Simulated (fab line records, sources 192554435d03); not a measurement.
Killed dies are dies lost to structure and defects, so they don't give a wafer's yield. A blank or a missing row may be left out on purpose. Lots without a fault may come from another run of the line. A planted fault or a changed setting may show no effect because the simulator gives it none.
A struck lot beside a sound one | flow n5_finfet | 16 steps out of a route of 1938
Sound: wafers L533.1, L533.2, L533.4. Struck: wafers L517.2, L517.3, L517.5. The cause comes at the end.
At each step with rows: each side's tool, then ch and its chambers, then its first start. Under that, the readings that differ: sound wafers | struck wafers | difference of the means | sigmas: that difference in standard deviations of wafers without a fault.
alike: readings whose means differ by less than 2 such deviations, and words and numbers that are the same on both sides. not compared: withheld readings, readings that some wafer has no value for, bounds like >300 that may hide the same value, and numbers for which the record gives no deviation and whose values overlap.
The two part at a step that has a row with sigmas, a row that says differs or no value, or rows on one side only. Numbers that don't overlap but have no deviation are shown without sigmas and don't part them. A reading that every wafer of one side lacks parts them only if that side has two wafers or more.

first, 4 steps without rows for these wafers: N5_FIN_SAQP_STRIP_23 (strips in SPM, time 750 s); N5_FIN_SAQP_SRD_66 (time 30 s); N5_FIN_SAQP_RECESS_75 (chemistry HF/NH3, target SiO2, target depth 14.4 nm, afs cycles 3, sublimation time 60 s); N5_FIN_SAQP_SPACER1_ALD_24 (deposits SiO2, target thk 20.3 nm, pulse time 1 s, purge time 2 s).
N5_FIN_SAQP_SPACER1_ETCHBACK_25: etches SiO2 in CHF3/O2, target depth 24.4 nm, time 12.2 s.
  sound on rie_diel-05 ch 0,1,3, day 7 07:50; struck on rie_diel-04 ch 1,2,3, day 3 06:25
  alike: drypump_motor_current_A, oes_product_au, rf_vpp_V, showerhead_plenum_p_Torr, throttle_valve_pct
  not compared: rf_hours_counter_h
N5_FIN_SAQP_MANDREL1_REMOVE_56: chemistry HBr/Cl2/O2, target a-Si, stops on SiNx, bt time 10 s.
  sound on rie_si-06 ch 1,2,3, day 7 07:56; struck on rie_si-05 ch 1,2,3, day 3 06:31
  alike: HBr_flow_sccm, drypump_motor_current_A, oes_product_au, throttle_valve_pct
  not compared: rf_hours_counter_h
N5_FIN_SAQP_CD_MEAS_27: target cd 20 nm.
  sound on cd_sem-02 ch 0, day 7 08:02; struck on cd_sem-03 ch 0, day 3 06:37
  alike: cd_nm
then, 1 step without rows for these wafers: N5_FIN_SAQP_ETCH_57 (etches SiNx in CH3F/O2, target depth 32.5 nm, time 46.4 s).
N5_FIN_SAQP_ETCH_65: etches SiO2 in CF4, target depth 4 nm, time 4.4 s.
  sound on rie_si-05 ch 0,1,3, day 7 08:16; struck on rie_si-06 ch 0,1,2, day 3 06:47
  alike: bias_w, cf4_flow_sccm, drypump_motor_current_A, oes_product_au, throttle_valve_pct
  not compared: rf_hours_counter_h
N5_FIN_SAQP_MANDREL_ETCH_58: etches a-Si in HBr/Cl2, stops on SiNx, target depth 45 nm, bt time 10 s, time 27 s.
  sound on rie_si-05 ch 0,1,3, day 7 08:18; struck on rie_si-06 ch 0,1,2, day 3 06:49
  alike: HBr_flow_sccm, bias_w, drypump_motor_current_A, oes_product_au, throttle_valve_pct
  not compared: rf_hours_counter_h
N5_FIN_SAQP_RECESS_63: chemistry HF/NH3, target SiO2, target depth 18 nm, afs cycles 3, sublimation time 60 s.
  sound on vapor_etch-01 ch 0,1, day 7 09:09; struck on vapor_etch-02 ch 0,1, day 3 06:53
  alike: drypump_motor_current_A
then, 1 step without rows for these wafers: N5_FIN_SAQP_COAT_68 (time 60 s, resist thk 100 nm).
N5_FIN_SAQP_ETCH_69: etches SOC in N2/H2, stops on SiNx, target depth 150 nm.
  sound on rie_diel-04 ch 2,3, day 7 09:38; struck on rie_diel-04 ch 1,2,3, day 3 07:23
  no value came back on the struck wafers for any of 7 readings (bias_w (W), chamber_pressure_mTorr (mTorr) and others); on the sound wafers bias_w (W) reads 60.88 60.94 61.10
  reading                                   | sound       | struck         | difference | sigmas
  model.SOC_of_FIN_SAQP_COAT_68.thk_nm (nm) | 4.8 5.2 4.8 | 99.6 99.4 99.4 | +94.5      |
  not compared: rf_hours_counter_h
then, 1 step without rows for these wafers: N5_FIN_SAQP_ETCH_67 (etches SiNx in CH3F/O2, target depth 30 nm).
N5_BEOL_M4_RC_MEAS_101:
  the record has rows for the sound wafers here (prober-02 ch 0, day 13 23:39) and none for the struck ones
-- the record jumps here: 11 days lie between the struck wafers' starts before and after (it left off in module BEOL_M4 and takes up again in module PASSIVATION, whose first step shown is number 1936 of the route) --
N5_PASSIVATION_PROBE_49:
  the record has rows for the struck wafers here (prober-01, day 13 23:02) and none for the sound ones

WHERE THEY PART
First at N5_FIN_SAQP_ETCH_69; last, within this record, at N5_PASSIVATION_PROBE_49.

WHY: what the simulator had put in
Skipped step whole: rie_diel-04, from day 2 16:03 on, at N5_FIN_SAQP_ETCH_69. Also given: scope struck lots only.
